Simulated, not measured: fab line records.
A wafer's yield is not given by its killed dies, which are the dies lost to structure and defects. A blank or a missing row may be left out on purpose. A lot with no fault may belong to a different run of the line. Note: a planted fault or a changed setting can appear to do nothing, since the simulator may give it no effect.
Which tool was responsible?	flow nand harc	14 lots, 42 wafers sampled, at 5 steps of a route of 1159

## WHAT THE GAUGES READ, wafer by wafer
NHARC_A_CONTACT_OVL_MEAS_09. Usual: overlay x nm 0.1 nm, standard deviation 0.77; overlay y nm -0.1 nm, standard deviation 0.79.
lot	measured	on	overlay x nm (nm)	overlay y nm (nm)	flag
L536	day 16 21:21	overlay-02	0.4 -0.4 0.0	1.4 1.6 1.8	
L537	day 17 06:41	overlay-02	0.2 0.4 0.2	-0.4 0.3 -0.8	
L539	day 17 10:14	overlay-02	-0.1 0.0 -0.4	0.7 0.6 0.0	
L538	day 17 11:05	overlay-02	2.0 1.4 1.7	0.7 0.8 0.6	
L540	day 17 21:37	overlay-02	1.4 1.9 1.6	-0.6 -1.0 -0.6	
L541	day 18 03:29	overlay-01	-1.0 0.0 -0.3	-0.2 -0.4 0.3	
L543	day 18 14:02	overlay-02	-0.4 0.7 -0.2	-1.0 -1.5 -1.3	
L544	day 18 16:34	overlay-01	-0.7 -1.0 -0.6	-0.7 -0.2 -0.8	
L549	day 19 20:59	overlay-01	0.3 0.3 -0.2	-0.4 -0.2 -0.2	
L550	day 20 06:11	overlay-02	0.1 -0.3 -0.2	-1.9 -2.4 -1.7	
L552	day 21 00:14	overlay-02	-1.3 -1.2 -1.2	0.1 0.7 0.4	
L553	day 21 03:23	overlay-02	1.1 1.6 0.9	0.1 0.0 0.1	
L556	day 21 18:47	overlay-02	-0.3 -0.4 -0.5	0.2 0.0 -0.2	
L558	day 23 04:28	overlay-02	0.3 0.8 0.2	0.4 0.3 0.5	

NHARC_A_CONTACT_CD_MEAS_15. Usual: cd nm at 89.9 nm, with a standard deviation of 0.39.
lot	measured	on	cd nm (nm)	flag
L536	day 16 23:56	cd sem-01	89.5 88.9 89.2	
L537	day 17 09:07	cd sem-01	89.9 89.7 89.1	
L539	day 17 12:38	cd sem-01	89.4 89.9 89.8	
L538	day 17 13:29	cd sem-01	90.0 89.8 90.4	
L540	day 18 00:01	cd sem-02	90.3 89.3 89.2	
L541	day 18 05:59	cd sem-01	89.6 89.8 89.5	
L543	day 18 16:27	cd sem-01	90.3 90.8 90.2	
L544	day 18 19:02	cd sem-01	89.9 90.0 89.2	
L549	day 19 23:23	cd sem-02	90.3 89.8 90.1	
L550	day 20 08:40	cd sem-03	89.3 90.3 90.4	
L552	day 21 02:42	cd sem-02	89.8 90.2 90.2	
L553	day 21 05:58	cd sem-02	90.6 90.1 90.0	
L556	day 21 21:12	cd sem-03	90.1 90.5 89.9	
L558	day 23 07:16	cd sem-01	89.9 90.3 89.7	

NHARC_END_SORT_01. Usual: killed at array 27, standard deviation 12; killed at other 0.8, standard deviation 1; killed at periphery 4.0, standard deviation 2.5; killed dies 32, standard deviation 11; killed open 3.3, standard deviation 1.8; killed short 2.0, standard deviation 1.5.
lot	measured	on	killed at array	killed at other	killed at periphery	killed dies	killed open	killed short	flag
L536	day 19 12:32	prober-02	24 18 14	0 0 0	7 3 5	31 21 19	4 1 2	2 2 3	
L550	day 22 09:38	prober-02	671 673 670	1 0 0	5 4 7	677 677 677	4 4 1	3 4 4	OFF

## WHICH TOOL RAN EACH LOT (tool, then ch and the chambers of the sampled wafers, then the start)
lot	NHARC_A_CONTACT_ETCH_136	NHARC_A_CONTACT_ETCH_98
L536	har cap etch-03 ch 0,1, day 16 22:58	rie diel-08 ch 2,3, day 16 23:51
L537	har cap etch-02 ch 0,1, day 17 08:07	rie diel-08 ch 0,1,2, day 17 09:01
L539	har cap etch-03 ch 0, day 17 11:40	rie diel-08 ch 1,2, day 17 12:34
L538	har cap etch-02 ch 0,1, day 17 12:34	rie diel-08 ch 0,3, day 17 13:25
L540	har cap etch-01 ch 0,1, day 17 23:03	rie diel-08 ch 0,3, day 17 23:56
L541	har cap etch-01 ch 0, day 18 05:01	rie diel-08 ch 0,1,2, day 18 05:55
L543	har cap etch-02 ch 0,1, day 18 15:29	rie diel-08 ch 2,3, day 18 16:22
L544	har cap etch-01 ch 0,1, day 18 18:05	rie diel-08 ch 1,2, day 18 18:58
L549	har cap etch-03 ch 0,1, day 19 22:25	rie diel-08 ch 0,2, day 19 23:19
L550	har cap etch-03 ch 0,1, day 20 07:40	rie diel-08 ch 1,2,3, day 20 08:35
L552	har cap etch-01 ch 0,1, day 21 01:41	rie diel-05 ch 0,1,3, day 21 02:37
L553	har cap etch-02 ch 0,1, day 21 04:52	rie diel-05 ch 1,2,3, day 21 05:53
L556	har cap etch-02 ch 0,1, day 21 20:13	rie diel-07 ch 1,2,3, day 21 21:07
L558	har cap etch-03 ch 0,1, day 23 06:16	rie diel-05 ch 0,1,2, day 23 07:11
- NHARC_A_CONTACT_ETCH_136: etches the open film in C4F8/O2/Ar, time 132 s, target depth 1287 nm.
- NHARC_A_CONTACT_ETCH_98: etches the open film in C4F6/O2, target depth 20 nm, time 10 s.

## AS READ BY THE TOOLS THEMSELVES (means over the sampled wafers that have a number; for cases with no such wafer, the mark the record gives instead)
NHARC_A_CONTACT_ETCH_98. Usual: drypump motor current A 5.8 A, standard deviation 0.53; o2 flow sccm 20.00 sccm, standard deviation 0.061; oes product au 0.963 a.u., standard deviation 0.024; rf vpp V 546.1 V, standard deviation 2.8; showerhead plenum p Torr 3.88 Torr, standard deviation 0.13; throttle valve pct 26.905 %, standard deviation 0.0086.
lot	tool	drypump motor current A (A)	o2 flow sccm (sccm)	oes product au (a.u.)	rf vpp V (V)	showerhead plenum p Torr (Torr)	throttle valve pct (%)	flag
L536	rie diel-08	5.5	20.02	0.992	544.2	3.78	26.903	
L537	rie diel-08	6.1	20.00	0.971	546.2	3.88	26.909	
L539	rie diel-08	6.4	20.05	0.948	545.2	3.83	26.908	
L538	rie diel-08	5.5	19.92	0.947	546.4	3.87	26.904	
L540	rie diel-08	5.3	19.95	0.957	544.5	3.80	26.901	
L541	rie diel-08	6.1	20.01	0.943	546.1	3.87	26.908	
L543	rie diel-08	5.8	20.01	0.957	544.1	3.83	26.904	
L544	rie diel-08	6.4	19.98	0.939	544.3	3.83	26.897	
L549	rie diel-08	5.7	20.02	0.750	547.4	3.91	26.903	OFF
L550	rie diel-08	6.0	20.01	0.734	544.3	3.80	26.903	OFF
L552	rie diel-05	5.5	19.98	0.962	547.8	4.01	26.905	
L553	rie diel-05	5.8	19.99	0.960	549.2	4.02	26.902	
L556	rie diel-07	5.6	20.03	0.991	547.0	3.90	26.903	
L558	rie diel-05	5.9	19.93	1.002	549.3	4.05	26.893	

## THE ANSWER, worked out from the rows above alone
Rule: lot off if the mean of its wafers having a number is beyond 3 standard deviations from the usual mean. Also off: a lot with no number at a reading for which 4 or more lots have one. The other lots that the step has rows for count as sound. Order of review: gauges by route order, followed by the tools' own readings, for which a lot's mean as printed above is used. At the first step where some lot is off, the reading lying furthest off is the one used; lots without a number count as furthest.
Off: L550, at NHARC_END_SORT_01 (killed dies). Neither off nor sound, because the step has no rows for them: L537, L539, L538, L540, L541, L543, L544, L549, L552, L553, L556, L558.
A tool fits if, at a process step before that reading, it ran every lot that is off, and no sound lot after the first of them. Not tried: the gauges at NHARC_END_SORT_01; whatever is off there is also off at NHARC_A_CONTACT_ETCH_98, on other tools, and gauge error can't account for it. Undecided on this evidence; 2 tools fit (har cap etch-03 at NHARC_A_CONTACT_ETCH_136, rie diel-08 at NHARC_A_CONTACT_ETCH_98).

## WHAT THE SIMULATOR PUT IN
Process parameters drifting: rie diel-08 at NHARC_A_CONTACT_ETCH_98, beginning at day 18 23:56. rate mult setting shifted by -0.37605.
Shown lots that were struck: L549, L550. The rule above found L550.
